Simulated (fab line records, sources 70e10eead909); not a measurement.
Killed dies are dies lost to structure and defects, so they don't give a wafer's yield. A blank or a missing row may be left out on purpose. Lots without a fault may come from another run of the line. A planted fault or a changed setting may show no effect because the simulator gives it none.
fab line records | flow nand_harc
record lots=23 wafers=69 last_day=33
route steps=1302 shown P_ZERO_WELL@17 P_GATE@175 P_M0@275 P_BONDPAD@368 A_CHANNEL_FILL_D1@501 A_DECK1_JOINT@528
lots that met no fault: from a run of the same line without faults
start_h: hours from the record's first day to the start of the lot's first wafer shown | wait_h: hours since the lot's step before | " the same as in the row above | L1.1+2: a row that stands for several wafers | - no value, or no start given | * or withheld: withheld | < > ~ a bound
route shown NAME@n: a module of which the file shows steps, and the number in the route of the first | usual: mean/standard deviation of fault-free wafers | same: alike in all rows | chamber/n: place in a boat | sites: the reading at each site | _std_site: their standard deviation | _edge_site: outer sites' mean less inner sites' | radius_mm: how far each site lies from the wafer's centre | mask NAME#n: copy n | behind: the tool/chamber that last shaped the wafer | hold: why the lot was held/for how many hours/how that ended | device: the transistor (n, p or np) that didn't switch | end of line: the same wafers' tests at the end of the route | a step without rows: its recipe alone | killed: dies lost to structure and defects at the first sort, not the wafer's yield | map: a wafer's dies, x killed, . not, _ none there
set.NAME: the setting as run; set.NAME@STEP: as run at that earlier step | model.NAME: the simulator's own value behind a step, which no gauge read
steps of the route over a sample of lots; a table a step, a row a wafer
services: from which hour (start_h, from the record's first day; less than 0 if before it) a tool's chamber was out of use, for how many hours, and why
## steps
# step NHARC_P_ZERO_WELL_ETCH_65
# recipe target_depth_a=800 overetch_a=240 time_s=87.88 ion_energy_ev=200 n2_flow_sccm=150 h2_flow_sccm=150 ar_flow_sccm=0 rf_w=400 bias_w=150 chemistry=N2/H2
# usual drypump_motor_current_A=5.9/0.44 oes_product_au=0.997/0.0092 rf_vpp_V=429.1/2.3 showerhead_plenum_p_Torr=1.99/0.072 throttle_valve_pct=14.172/0.009
# columns lot.wafer tool chamber start_h wait_h drypump_motor_current_A oes_product_au rf_hours_counter_h rf_vpp_V showerhead_plenum_p_Torr throttle_valve_pct
L074.4 rie_diel-11 3 21.36 0.1 5.4 1.011 38 427.6 1.90 14.167
L074.1 " 0 " " 6.2 0.994 36 431.6 2.05 14.175
L074.5 " 3 " " 5.4 0.996 - 427.3 1.90 14.181
L075.1 rie_diel-04 2 31.48 0.1 5.6 1.002 7 428.7 2.03 14.175
L075.5 " 1 " " 5.7 0.997 - 432.3 2.09 14.171
L075.6 " 2 " " 5.5 1.001 - 430.1 2.03 14.171
L077.2 rie_diel-04 2 51.50 0.1 5.6 0.999 15 431.3 2.03 14.172
L077.5 " 3 " " 5.6 0.975 - 427.4 1.93 14.181
L077.6 " 0 " " 6.6 1.015 - 433.1 2.11 14.181
L078.3 rie_diel-11 0 61.37 0.1 6.3 0.997 50 430.8 2.05 14.180
L078.1 " 1 " " 5.8 1.002 47 428.7 2.01 14.168
L078.5 " 3 " " 5.4 0.997 - 426.2 1.89 14.171
L079.3 rie_diel-05 1 71.37 0.1 5.3 0.992 6 429.4 1.98 14.167
L079.5 " 1 " " 5.3 0.989 - 428.5 1.98 14.164
L079.6 " 2 " " 6.2 0.989 - 433.1 2.11 14.167
L080.4 rie_diel-04 2 81.63 0.2 5.6 1.008 24 429.3 2.03 14.187
L080.5 " 0 " " 6.6 1.014 - 431.4 2.11 14.170
L080.6 " 1 " " 5.7 1.006 - 432.7 2.09 14.164
L081.3 rie_diel-05 0 91.54 0.1 6.7 1.000 13 427.8 1.94 14.154
L081.2 " 1 " " 5.3 0.991 12 427.9 1.98 14.174
L081.1 " 3 " " 5.8 0.991 13 429.4 1.95 14.167
L082.3 rie_diel-05 3 101.36 0.1 5.8 0.993 17 425.0 1.95 14.174
L082.4 " 0 " " 6.7 0.995 17 428.1 1.94 14.177
L082.5 " 3 " " 5.8 0.981 - 428.0 1.95 14.173
L083.1 rie_diel-11 0 111.39 0.1 6.3 0.990 8 430.8 2.04 14.168
L083.4 " 1 " " 5.8 1.003 - 429.7 2.01 14.178
L083.6 " 3 " " 5.3 0.996 - 426.1 1.89 14.179
L084.2 rie_diel-11 3 121.37 0.1 5.4 0.993 9 426.8 1.89 14.164
L084.3 " 0 " " 6.3 0.988 9 431.2 2.04 14.159
L084.6 " 3 " " 5.4 1.002 - 426.4 1.89 14.196
L085.3 rie_diel-11 3 131.70 0.1 5.3 0.999 11 427.8 1.89 14.169
L085.2 " 0 " " 6.3 0.993 12 429.7 2.04 14.163
L085.4 " 0 " " 6.3 0.991 - 431.2 2.04 14.179
L086.1 rie_diel-05 1 141.49 0.1 5.3 0.987 30 428.8 1.97 14.160
L086.4 " 2 " " 6.2 0.988 32 431.7 2.10 14.179
L086.6 " 2 " " 6.2 0.980 - 433.0 2.10 14.168
L087.2 rie_diel-05 3 151.38 0.1 5.8 1.004 35 428.0 1.94 14.176
L087.4 " 0 " " 6.7 1.000 34 428.5 1.94 14.164
L087.5 " 0 " " 6.7 0.992 - 427.8 1.94 14.176
L088.3 rie_diel-11 3 161.61 0.2 5.4 1.001 20 426.2 1.88 14.168
L088.2 " 0 " " 6.3 0.988 21 429.8 2.04 14.176
L088.5 " 3 " " 5.4 0.998 - 426.2 1.89 14.163
L089.3 rie_diel-04 0 171.68 0.2 6.6 1.001 49 432.5 2.10 14.174
L089.4 " 2 " " 5.5 0.994 54 431.3 2.02 14.156
L089.5 " 1 " " 5.6 0.989 - 431.9 2.08 14.177
L090.1 rie_diel-05 0 181.49 0.2 6.7 0.987 43 426.6 1.93 14.164
L090.3 " 2 " " 6.2 0.989 46 432.3 2.10 14.178
L090.6 " 3 " " 5.8 0.999 - 428.1 1.94 14.165
L091.3 rie_diel-11 1 191.49 0.1 5.8 0.997 35 430.7 2.00 14.175
L091.4 " 2 " " 5.5 0.994 27 428.6 1.93 14.183
L091.1 " 3 " " 5.4 0.998 33 426.3 1.88 14.175
L092.2 rie_diel-04 1 201.36 0.1 5.7 0.990 2 432.0 2.08 14.183
L092.1 " 2 " " 5.6 0.997 2 431.9 2.01 14.187
L092.5 " 3 " " 5.6 0.999 - 427.9 1.92 14.159
L093.3 rie_diel-04 2 211.57 0.1 5.5 1.008 4 428.2 2.01 14.171
L093.6 " 1 " " 5.6 0.986 - 431.1 2.08 14.192
L093.5 " 2 " " 5.6 1.000 - 429.5 2.01 14.181
L094.1 rie_diel-11 0 221.36 0.1 6.3 0.993 43 430.7 2.03 14.174
L094.4 " 1 " " 5.8 0.984 48 429.1 2.00 14.179
L094.5 " 1 " " 5.8 0.985 - 428.6 2.00 14.147
L095.2 rie_diel-11 0 231.38 0.1 6.3 0.989 45 429.5 2.03 14.166
L095.6 " 2 " " 5.5 1.011 - 426.0 1.92 14.180
L095.5 " 3 " " 5.4 0.996 - 424.7 1.88 14.170
L096.1 rie_diel-11 3 241.50 0.1 5.4 0.990 47 426.1 1.88 14.168
L096.5 " 3 " " 5.4 1.002 - 425.6 1.88 14.173
L096.6 " 0 " " 6.2 1.009 - 431.1 2.03 14.179
L097.1 rie_diel-11 0 251.36 0.1 6.2 0.988 51 429.6 2.03 14.159
L097.4 " 3 " " 5.4 0.995 50 424.8 1.88 14.164
L097.5 " 0 " " 6.2 1.009 - 428.5 2.03 14.171
# step NHARC_P_GATE_STRIP_75
# recipe power_w=1500 temp_c=250 chemistry=O2
# usual drypump_motor_current_A=6.20/0.21 heater_power_w=339/37 temp_c=249.97/0.17
# columns lot.wafer tool chamber start_h wait_h drypump_motor_current_A heater_power_w rf_hours_counter_h temp_c
L074.1 plasma_asher-02 0 109.85 0.2 6.31 360 7 249.60
L074.4 " 1 " " 6.43 388 - 249.93
L074.5 " 1 " " 6.46 386 - 249.94
L075.1 plasma_asher-02 1 117.20 0.2 6.45 384 10 249.88
L075.6 " 1 " " 6.44 377 - 250.03
L075.5 " 0 " " 6.30 376 - 250.18
L077.2 plasma_asher-02 0 134.92 0.2 6.30 368 13 250.39
L077.6 " 1 " " 6.40 388 - 249.96
L077.5 " 0 " " 6.30 360 - 249.95
L078.1 plasma_asher-02 0 146.42 0.2 6.29 377 15 249.56
L078.3 " 1 " " 6.48 386 - 250.31
L078.5 " 0 " " 6.31 366 - 249.61
L079.3 plasma_asher-02 1 156.99 0.1 6.44 379 - 250.07
L079.5 " 0 " " 6.31 366 - 249.87
L079.6 " 1 " " 6.43 384 - 249.93
L080.4 plasma_asher-02 1 173.14 0.1 6.44 381 - 249.74
L080.6 " 0 " " 6.31 363 - 249.92
L080.5 " 1 " " 6.45 390 - 250.09
L081.2 plasma_asher-01 0 180.53 0.3 5.89 306 2 250.35
L081.1 " 1 " " 6.15 292 2 250.01
L081.3 " 1 " " 6.16 287 - 249.96
L082.4 plasma_asher-02 1 188.74 0.2 6.42 383 - 249.82
L082.3 " 0 " " 6.30 379 - 250.18
L082.5 " 1 " " 6.45 383 - 249.89
L083.1 plasma_asher-02 1 203.71 0.3 6.45 380 27 249.80
L083.4 " 0 " " 6.32 368 - 250.27
L083.6 " 1 " " 6.43 384 - 249.71
L084.2 plasma_asher-02 1 211.37 0.3 6.46 384 29 250.03
L084.3 " 0 " " 6.30 370 - 250.11
L084.6 " 0 " " 6.31 377 - 250.02
L085.2 plasma_asher-01 0 221.01 0.2 5.88 317 9 249.99
L085.3 " 1 " " 6.19 295 - 249.83
L085.4 " 0 " " 5.89 313 - 250.09
L086.1 plasma_asher-01 1 224.52 0.3 6.13 302 11 249.74
L086.4 " 0 " " 5.87 306 - 250.12
L086.6 " 1 " " 6.16 296 - 249.70
L087.2 plasma_asher-02 0 237.07 0.2 6.29 369 34 250.01
L087.4 " 1 " " 6.46 379 - 249.74
L087.5 " 0 " " 6.30 370 - 250.06
L088.2 plasma_asher-02 0 262.15 0.2 6.31 353 0 249.99
L088.3 " 1 " " 6.49 374 - 249.85
L088.5 " 1 " " 6.46 364 - 250.00
L089.3 plasma_asher-01 0 262.86 0.2 5.87 304 - 250.03
L089.4 " 1 " " 6.16 298 - 249.90
L089.5 " 1 " " 6.14 285 - 249.90
L090.1 plasma_asher-01 0 272.73 0.2 5.86 312 21 250.04
L090.3 " 1 " " 6.16 292 - 250.22
L090.6 " 1 " " 6.16 291 - 250.11
L091.1 plasma_asher-01 1 275.76 0.3 6.17 288 22 249.96
L091.4 " 1 " " 6.17 295 - 249.93
L091.3 " 0 " " 5.89 309 - 249.88
L092.1 plasma_asher-01 1 290.61 0.3 6.19 299 25 250.08
L092.2 " 0 " " 5.89 315 25 249.84
L092.5 " 1 " " 6.18 298 - 250.23
L093.3 plasma_asher-01 0 306.39 0.2 5.86 312 - 250.13
L093.5 " 0 " " 5.87 306 - 250.04
L093.6 " 1 " " 6.19 295 - 249.90
L094.1 plasma_asher-02 0 306.91 0.2 6.31 370 10 249.59
L094.4 " 1 " " 6.45 383 - 249.89
L094.5 " 1 " " 6.44 363 - 250.08
L095.2 plasma_asher-01 1 323.67 0.2 6.17 303 30 250.12
L095.6 " 0 " " 5.89 316 - 249.84
L095.5 " 1 " " 6.17 295 - 249.87
L096.1 plasma_asher-01 0 327.67 0.2 5.86 306 31 249.91
L096.5 " 1 " " 6.18 293 - 249.90
L096.6 " 0 " " 5.85 316 - 250.05
L097.1 plasma_asher-01 1 335.35 0.2 6.18 291 34 250.04
L097.4 " 0 " " 5.85 310 - 250.22
L097.5 " 1 " " 6.18 286 - 250.20
# step NHARC_P_M0_PVD_21
# recipe target_thk_a=300 chamber_pressure_pa=5 power_w=5000 substrate_temp_c=30 time_s=20.49 material=Cu
# usual cathode_dc_power_W=4999.9/0.91 throttle_valve_pct=30.7/0.86
# columns lot.wafer tool chamber start_h wait_h cathode_dc_power_W throttle_valve_pct
L074.4 pvd_sputter-03 - - - 4999.3 32.0
L074.1 " - " " 5000.7 30.7
L074.5 " - " " 4999.5 31.0
L075.1 pvd_sputter-01 - - - 5000.4 32.4
L075.5 " - " " 4999.7 32.1
L075.6 " - " " 4999.7 29.9
L077.2 pvd_sputter-03 - - - 5000.8 30.7
L077.6 " - " " 4999.0 30.7
L077.5 " - " " 4998.0 31.0
L078.1 pvd_sputter-03 - - - 4998.5 30.6
L078.3 " - " " 4999.6 30.7
L078.5 " - " " 5000.0 30.8
L079.3 pvd_sputter-01 - - - 5000.8 30.3
L079.5 " - " " 5000.4 30.6
L079.6 " - " " 4999.2 30.1
L080.4 pvd_sputter-02 - - - 5001.3 29.7
L080.5 " - " " 5000.5 30.6
L080.6 " - " " 5000.9 29.7
L081.3 pvd_sputter-02 - - - 5000.5 29.5
L081.2 " - " " 5001.1 31.7
L081.1 " - " " 4999.1 30.6
L082.4 pvd_sputter-01 - - - 5001.3 32.3
L082.3 " - " " 4999.0 31.1
L082.5 " - " " 4997.9 32.3
L083.4 pvd_sputter-02 - - - 5000.9 29.5
L083.1 " - " " 4999.2 29.8
L083.6 " - " " 5000.0 31.7
L084.3 pvd_sputter-03 - - - 4999.4 30.2
L084.2 " - " " 4999.0 30.4
L084.6 " - " " 4999.0 30.5
L085.4 pvd_sputter-03 - - - 5001.2 30.6
L085.3 " - " " 4999.9 30.3
L085.2 " - " " 4998.0 30.4
L086.1 pvd_sputter-03 - - - 4998.9 32.2
L086.4 " - " " 4999.7 30.2
L086.6 " - " " 5001.4 32.1
L087.2 pvd_sputter-02 - - - 5000.6 31.7
L087.4 " - " " 4999.7 30.9
L087.5 " - " " 4998.9 29.5
L088.3 pvd_sputter-03 - - - 5000.5 31.8
L088.2 " - " " 5000.6 30.6
L088.5 " - " " 4998.2 32.2
L089.3 pvd_sputter-01 - - - 5000.9 29.8
L089.4 " - " " 5001.5 30.2
L089.5 " - " " 5002.1 30.3
L090.3 pvd_sputter-03 - - - 4999.7 32.4
L090.1 " - " " 4999.0 30.5
L090.6 " - " " 4999.9 30.2
L091.1 pvd_sputter-03 - - - 4999.9 30.2
L091.3 " - " " 5000.1 30.4
L091.4 " - " " 5000.8 31.9
L092.2 pvd_sputter-01 - - - 4999.4 29.9
L092.1 " - " " 4999.5 30.2
L092.5 " - " " 5002.1 29.7
L093.3 pvd_sputter-03 - - - 4999.9 30.7
L093.5 " - " " 4999.6 30.3
L093.6 " - " " 5000.4 32.0
L094.1 pvd_sputter-01 - - - 5000.8 30.4
L094.4 " - " " 5000.5 32.2
L094.5 " - " " 5000.1 30.1
L095.2 pvd_sputter-01 - - - 5000.3 29.6
L095.6 " - " " 4998.8 31.9
L095.5 " - " " 4999.4 29.5
L096.1 pvd_sputter-02 - - - 5000.6 31.7
L096.6 " - " " 5001.0 30.1
L096.5 " - " " 5000.2 31.7
L097.4 pvd_sputter-02 - - - 4999.8 30.0
L097.1 " - " " 4998.6 30.2
L097.5 " - " " 4999.5 30.0
# step NHARC_P_BONDPAD_ETCH_37
# recipe target_depth_a=600 overetch_a=180 time_s=65.91 ion_energy_ev=200 n2_flow_sccm=150 h2_flow_sccm=150 ar_flow_sccm=0 rf_w=400 bias_w=150 chemistry=N2/H2
# usual drypump_motor_current_A=6.0/0.38 oes_product_au=0.999/0.0099 rf_vpp_V=430.9/2.3 showerhead_plenum_p_Torr=2.05/0.081 throttle_valve_pct=14.171/0.0088
# columns lot.wafer tool chamber start_h wait_h drypump_motor_current_A oes_product_au rf_hours_counter_h rf_vpp_V showerhead_plenum_p_Torr throttle_valve_pct
L074.1 rie_diel-09 3 134.12 0.1 6.3 1.003 9.7 429.1 1.98 14.167
L074.4 " 0 " " 6.4 1.003 9.5 429.3 1.95 14.173
L074.5 " 3 " " 6.3 1.012 - 429.4 1.98 14.157
L075.1 rie_diel-03 3 142.23 0.1 5.7 1.004 1.8 425.9 1.91 14.169
L075.5 " 0 " " 5.4 1.004 - 429.2 1.99 14.169
L075.6 " 1 " " 5.9 0.997 - 430.5 2.06 14.149
L077.2 rie_diel-09 0 160.14 0.1 6.4 0.983 0.7 429.1 1.95 14.170
L077.5 " 1 " " 6.2 1.001 - 431.9 2.10 14.179
L077.6 " 2 " " 6.2 0.991 - 431.1 2.08 14.166
L078.1 rie_diel-12 2 170.68 0.1 5.7 0.985 2.4 433.0 2.10 14.170
L078.3 " 0 " " 6.2 1.003 2.3 433.5 2.15 14.178
L078.5 " 2 " " 5.7 0.995 - 433.6 2.10 14.145
L079.3 rie_diel-09 1 181.65 0.1 6.2 0.990 2.0 431.5 2.10 14.169
L079.5 " 2 " " 6.2 0.999 - 432.4 2.08 14.167
L079.6 " 3 " " 6.3 0.989 - 428.2 1.98 14.170
L080.4 rie_diel-09 1 197.59 0.1 6.2 1.005 2.9 431.3 2.10 14.175
L080.5 " 2 " " 6.1 1.004 - 431.6 2.08 14.172
L080.6 " 3 " " 6.3 0.994 - 429.1 1.97 14.165
L081.3 rie_diel-12 2 205.67 0.1 5.7 0.997 3.3 431.6 2.10 14.177
L081.2 " 3 " " 5.3 1.024 2.1 430.7 2.01 14.180
L081.1 " 1 " " 6.4 1.006 3.2 434.2 2.19 14.159
L082.3 rie_diel-12 1 213.16 0.1 6.4 1.009 3.6 434.9 2.19 14.168
L082.4 " 3 " " 5.3 1.019 2.5 428.9 2.01 14.165
L082.5 " 0 " " 6.2 1.005 - 435.9 2.15 14.164
L083.1 rie_diel-12 0 227.89 0.1 6.2 1.012 4.0 435.4 2.15 14.168
L083.4 " 2 " " 5.7 0.991 4.3 432.2 2.10 14.177
L083.6 " 0 " " 6.2 1.014 - 432.9 2.15 14.187
L084.3 rie_diel-09 2 235.50 0.1 6.1 0.994 5.2 432.2 2.08 14.169
L084.2 " 1 " " 6.2 0.994 5.0 432.1 2.10 14.170
L084.6 " 2 " " 6.1 0.982 - 430.7 2.08 14.181
L085.2 rie_diel-09 3 245.61 0.1 6.3 0.988 6.3 428.7 1.97 14.162
L085.3 " 0 " " 6.4 0.986 6.9 427.3 1.95 14.173
L085.4 " 1 " " 6.2 1.010 5.1 432.5 2.10 14.162
L086.1 rie_diel-12 0 248.93 0.1 6.2 1.014 4.8 433.1 2.15 14.163
L086.4 " 2 " " 5.7 0.996 5.1 432.6 2.10 14.171
L086.6 " 1 " " 6.4 1.004 - 435.0 2.19 14.182
L087.4 rie_diel-03 3 261.54 0.1 5.7 0.986 6.6 425.6 1.91 14.179
L087.2 " 0 " " 5.3 0.991 6.6 428.5 1.98 14.185
L087.5 " 0 " " 5.3 0.990 - 428.7 1.98 14.169
L088.2 rie_diel-12 2 287.90 0.1 5.7 0.990 0.2 432.2 2.10 14.169
L088.3 " 0 " " 6.2 1.006 0.3 431.3 2.15 14.184
L088.5 " 2 " " 5.7 0.982 - 433.1 2.10 14.177
L089.3 rie_diel-12 3 288.96 0.1 5.3 1.010 0.4 431.0 2.01 14.172
L089.4 " 3 " " 5.3 1.009 - 428.5 2.01 14.170
L089.5 " 2 " " 5.7 0.993 - 431.9 2.10 14.174
L090.3 rie_diel-03 2 297.69 0.1 6.3 0.991 0.0 430.4 2.04 14.168
L090.1 " 0 " " 5.3 1.013 0.1 428.2 1.98 14.179
L090.6 " 3 " " 5.6 0.991 - 427.4 1.90 14.158
L091.1 rie_diel-12 1 300.31 0.1 6.3 1.002 0.1 433.4 2.19 14.182
L091.3 " 2 " " 5.7 0.994 0.7 432.1 2.10 14.168
L091.4 " 3 " " 5.3 1.004 0.8 431.3 2.01 14.179
L092.1 rie_diel-09 2 315.17 0.1 6.2 0.992 10.2 432.2 2.07 14.164
L092.2 " 3 " " 6.3 0.998 11.2 429.0 1.97 14.169
L092.5 " 2 " " 6.2 0.997 - 431.1 2.07 14.192
L093.3 rie_diel-12 3 330.63 0.1 5.3 1.009 1.4 429.1 2.01 14.169
L093.5 " 2 " " 5.7 0.993 - 433.0 2.10 14.167
L093.6 " 3 " " 5.3 1.004 - 428.5 2.01 14.192
L094.1 rie_diel-03 0 331.82 0.1 5.4 1.009 2.0 426.6 1.98 14.182
L094.4 " 2 " " 6.3 0.992 2.0 430.7 2.04 14.178
L094.5 " 1 " " 5.8 1.003 - 431.9 2.06 14.173
L095.2 rie_diel-03 3 348.27 0.1 5.7 0.990 2.9 426.7 1.90 14.165
L095.6 " 0 " " 5.4 1.013 - 427.9 1.98 14.158
L095.5 " 3 " " 5.7 1.002 - 426.5 1.90 14.157
L096.1 rie_diel-12 2 352.52 0.1 5.7 0.980 2.4 432.4 2.09 14.176
L096.6 " 1 " " 6.3 0.992 - 435.2 2.19 14.162
L096.5 " 2 " " 5.7 0.973 - 432.0 2.10 14.160
L097.4 rie_diel-03 1 359.76 0.1 5.8 0.996 3.6 431.4 2.06 14.171
L097.1 " 2 " " 6.3 0.986 4.6 430.6 2.04 14.167
L097.5 " 2 " " 6.3 0.984 - 429.9 2.04 14.160
# step NHARC_A_CHANNEL_FILL_D1_STRIP_28
# recipe time_s=20 o2_flow_sccm=500 ar_flow_sccm=0 bias_w=0 chemistry=O2
# usual drypump_motor_current_A=5.8/0.44 oes_product_au=1.001/0.0098 rf_vpp_V=58.0/0.87 showerhead_plenum_p_Torr=3.59/0.099 throttle_valve_pct=17.037/0.0088
# columns lot.wafer tool chamber start_h wait_h drypump_motor_current_A oes_product_au rf_hours_counter_h rf_vpp_V showerhead_plenum_p_Torr throttle_valve_pct
L074.1 rie_diel-13 1 212.11 0.1 5.5 1.014 2.0 57.9 3.67 17.040
L074.4 " 2 " " 5.5 1.000 2.0 58.0 3.67 17.028
L074.5 " 0 " " 6.2 1.016 - 58.1 3.44 17.032
L075.1 rie_diel-06 0 217.65 0.1 5.7 1.013 4.9 57.0 3.59 17.031
L075.5 " 3 " " 6.1 1.009 - 57.8 3.64 17.033
L075.6 " 0 " " 5.7 1.008 - 57.1 3.59 17.036
L077.2 rie_diel-06 1 242.55 0.1 5.5 1.000 7.8 58.4 3.68 17.055
L077.5 " 0 " " 5.7 1.020 - 56.3 3.59 17.040
L077.6 " 1 " " 5.5 0.993 - 59.1 3.68 17.041
L078.1 rie_diel-13 3 242.57 0.1 5.1 0.985 3.9 58.4 3.63 17.028
L078.3 " 0 " " 6.2 0.994 3.9 56.5 3.44 17.043
L078.5 " 0 " " 6.2 1.008 - 57.3 3.44 17.034
L079.3 rie_diel-06 1 256.89 0.1 5.6 0.990 8.9 57.0 3.68 17.026
L079.5 " 1 " " 5.5 0.993 - 60.0 3.68 17.044
L079.6 " 2 " " 6.7 0.986 - 59.2 3.53 17.045
L080.5 rie_diel-10 2 277.16 0.0 6.0 0.995 - 57.5 3.33 17.031
L080.6 " 3 " " 5.9 1.014 - 58.1 3.61 17.029
L080.4 " 1 " " 6.2 1.005 - 56.9 3.60 17.030
L081.1 rie_diel-10 1 285.21 0.1 6.2 1.000 1.6 58.6 3.60 17.030
L081.2 " 2 " " 6.0 0.990 2.1 56.5 3.33 17.039
L081.3 " 3 " " 5.9 1.011 1.9 57.3 3.61 17.027
L082.3 rie_diel-06 1 285.22 0.1 5.5 1.001 10.8 58.7 3.68 17.029
L082.4 " 2 " " 6.7 0.986 11.4 57.5 3.53 17.046
L082.5 " 3 " " 6.1 1.008 - 57.9 3.64 17.022
L083.4 rie_diel-13 1 307.08 0.1 5.5 0.996 6.0 57.9 3.66 17.024
L083.1 " 2 " " 5.5 0.999 6.2 58.8 3.67 17.023
L083.6 " 0 " " 6.2 1.005 - 58.5 3.44 17.040
L084.2 rie_diel-13 2 312.91 0.1 5.5 0.993 6.4 58.1 3.67 17.030
L084.3 " 1 " " 5.5 1.006 6.2 59.1 3.66 17.046
L084.6 " 2 " " 5.5 0.986 - 58.0 3.67 17.030
L085.4 rie_diel-06 1 319.43 0.1 5.6 0.989 0.0 57.1 3.68 17.040
L085.3 " 3 " " 6.1 1.014 0 57.8 3.64 17.041
L085.2 " 0 " " 5.7 0.991 0.0 58.2 3.59 17.023
L086.1 rie_diel-06 1 330.34 0.1 5.6 1.000 1.1 58.6 3.68 17.033
L086.4 " 2 " " 6.7 0.998 0.9 57.7 3.53 17.036
L086.6 " 2 " " 6.7 1.000 - 55.6 3.53 17.023
L087.4 rie_diel-13 1 335.44 0.1 5.5 1.012 7.4 56.8 3.66 17.034
L087.2 " 2 " " 5.5 0.996 7.7 59.9 3.67 17.036
L087.5 " 1 " " 5.5 1.014 - 58.9 3.66 17.052
L088.3 rie_diel-06 1 364.35 0.1 5.5 0.998 4.2 58.6 3.68 17.030
L088.2 " 2 " " 6.8 1.016 4.1 57.7 3.52 17.033
L088.5 " 1 " " 5.5 1.002 - 59.9 3.68 17.038
L089.4 rie_diel-10 1 364.35 0.1 6.2 0.989 6.6 58.0 3.60 17.044
L089.3 " 2 " " 6.0 0.990 6.2 58.0 3.32 17.029
L089.5 " 0 " " 5.3 1.018 - 56.9 3.72 17.024
L091.1 rie_diel-06 3 372.23 0.1 6.1 1.010 4.1 58.9 3.63 17.025
L091.3 " 0 " " 5.7 1.008 4.2 58.1 3.58 17.026
L091.4 " 2 " " 6.7 1.014 4.5 57.5 3.52 17.052
L090.3 rie_diel-10 2 372.23 0.1 5.9 0.989 6.9 57.8 3.32 17.027
L090.1 " 1 " " 6.2 1.000 7.5 58.9 3.60 17.041
L090.6 " 2 " " 5.9 1.006 - 58.0 3.32 17.031
L092.2 rie_diel-06 0 403.75 0.1 5.8 1.004 5.3 58.2 3.58 17.046
L092.1 " 3 " " 6.1 1.021 5.4 57.4 3.63 17.033
L092.5 " 0 " " 5.7 0.993 - 56.8 3.58 17.028
L094.1 rie_diel-10 2 408.11 0.1 5.9 0.992 8.1 57.5 3.32 17.051
L094.5 " 2 " " 6.0 0.987 - 57.5 3.32 17.032
L094.4 " 0 " " 5.3 1.009 - 58.3 3.72 17.045
L093.3 rie_diel-06 0 408.12 0.1 5.7 1.003 5.4 58.2 3.58 17.038
L093.6 " 1 " " 5.6 0.994 - 59.2 3.68 17.047
L093.5 " 3 " " 6.1 1.006 - 57.4 3.63 17.031
L095.2 rie_diel-06 3 427.25 0.1 6.1 1.012 6.9 58.4 3.63 17.022
L095.6 " 1 " " 5.5 1.000 - 59.4 3.68 17.026
L095.5 " 2 " " 6.7 0.998 - 56.1 3.52 17.024
L096.1 rie_diel-13 0 427.26 0.1 6.2 1.008 5.6 57.8 3.43 17.041
L096.6 " 1 " " 5.4 0.987 - 57.4 3.66 17.043
L096.5 " 2 " " 5.5 0.995 - 57.9 3.67 17.036
L097.1 rie_diel-13 1 437.46 0.1 5.5 0.975 5.2 57.4 3.66 17.041
L097.4 " 2 " " 5.5 0.996 4.4 56.3 3.67 17.037
L097.5 " 0 " " 6.2 0.999 - 58.5 3.44 17.022
# step NHARC_A_DECK1_JOINT_THK_MEAS_14
# recipe thk_meas_gauge=ellipsometry
# usual thk_nm=50.6/1.5
# columns lot.wafer tool chamber start_h wait_h thk_nm
L074.1 film_metro-01 - 246.02 0.2 51.6
L074.4 " - " " 48.5
L074.5 " - " " 48.8
L075.1 film_metro-01 - 255.22 0.2 49.7
L075.5 " - " " 49.9
L075.6 " - " " 50.2
L078.1 film_metro-02 - 283.91 0.2 50.1
L078.3 " - " " 50.3
L078.5 " - " " 51.1
L077.2 film_metro-01 - 283.91 0.2 50.2
L077.5 " - " " 51.1
L077.6 " - " " 50.3
L079.3 film_metro-01 - 297.53 0.2 50.1
L079.5 " - " " 49.9
L079.6 " - " " 50.2
L080.4 film_metro-02 - 311.38 0.2 49.8
L080.5 " - " " 52.1
L080.6 " - " " 49.3
L082.3 film_metro-02 - 319.81 0.2 52.1
L082.4 " - " " 51.3
L082.5 " - " " 49.0
L081.1 film_metro-01 - 319.81 0.2 50.5
L081.2 " - " " 51.7
L081.3 " - " " 48.9
L083.1 film_metro-01 - 341.67 0.2 51.1
L083.4 " - " " 53.3
L083.6 " - " " 52.8
L084.2 film_metro-02 - 349.65 0.2 48.1
L084.3 " - " " 48.5
L084.6 " - " " 48.1
L085.2 film_metro-02 - 353.84 0.2 50.9
L085.3 " - " " 50.1
L085.4 " - " " 52.4
L086.1 film_metro-02 - 364.19 0.2 50.4
L086.4 " - " " 50.4
L086.6 " - " " 51.8
L087.2 film_metro-01 - 369.72 0.2 51.4
L087.4 " - " " 52.4
L087.5 " - " " 50.9
L088.2 film_metro-02 - 398.57 0.2 52.1
L088.3 " - " " 51.4
L088.5 " - " " 53.5
L089.3 film_metro-01 - 398.57 0.2 48.5
L089.4 " - " " 50.2
L089.5 " - " " 50.2
L091.1 film_metro-01 - 406.49 0.2 51.6
L091.3 " - " " 51.1
L091.4 " - " " 50.6
L090.1 film_metro-02 - 406.49 0.2 49.7
L090.3 " - " " 49.5
L090.6 " - " " 51.5
L092.1 film_metro-02 - 443.75 0.2 49.6
L092.2 " - " " 50.2
L092.5 " - " " 50.6
L093.3 film_metro-01 - 443.75 0.2 48.8
L093.5 " - " " 49.3
L093.6 " - " " 51.2
L094.1 film_metro-01 - 443.77 0.2 48.9
L094.4 " - " " 53.2
L094.5 " - " " 51.4
L096.1 film_metro-01 - 461.90 0.2 49.2
L096.5 " - " " 50.6
L096.6 " - " " 53.5
L095.2 film_metro-02 - 461.91 0.2 49.9
L095.5 " - " " 49.7
L095.6 " - " " 52.0
L097.1 film_metro-02 - 471.56 0.2 48.2
L097.4 " - " " 50.7
L097.5 " - " " 50.3
## services
# columns tool chamber start_h hours kind
rie_diel-11 2 1.29 6.1 repair
plasma_asher-02 - 34.62 0.8 repair
rie_diel-06 1 47.20 5.3 repair
plasma_asher-01 - 73.66 13.0 repair
plasma_asher-02 - 75.29 9.0 pm
rie_diel-11 - 79.46 9.0 pm
plasma_asher-02 - 90.18 3.4 repair
rie_diel-06 3 91.62 14.3 repair
rie_diel-11 - 99.96 0.5 repair
rie_diel-11 2 109.90 2.3 repair
rie_diel-11 2 118.34 20.8 repair
rie_diel-06 - 130.20 9.0 pm
rie_diel-06 0 152.61 1.8 repair
plasma_asher-01 - 165.00 9.0 pm
rie_diel-06 2 178.76 1.5 repair
rie_diel-11 0 185.33 2.5 repair
plasma_asher-02 - 252.29 9.0 pm
rie_diel-11 - 256.46 9.0 pm
plasma_asher-01 - 261.53 0.6 repair
rie_diel-11 - 271.26 0.4 repair
rie_diel-11 3 300.84 11.5 repair
rie_diel-06 - 307.20 9.0 pm
plasma_asher-02 - 335.00 0.7 repair
plasma_asher-02 - 429.29 9.0 pm
## key
fault none
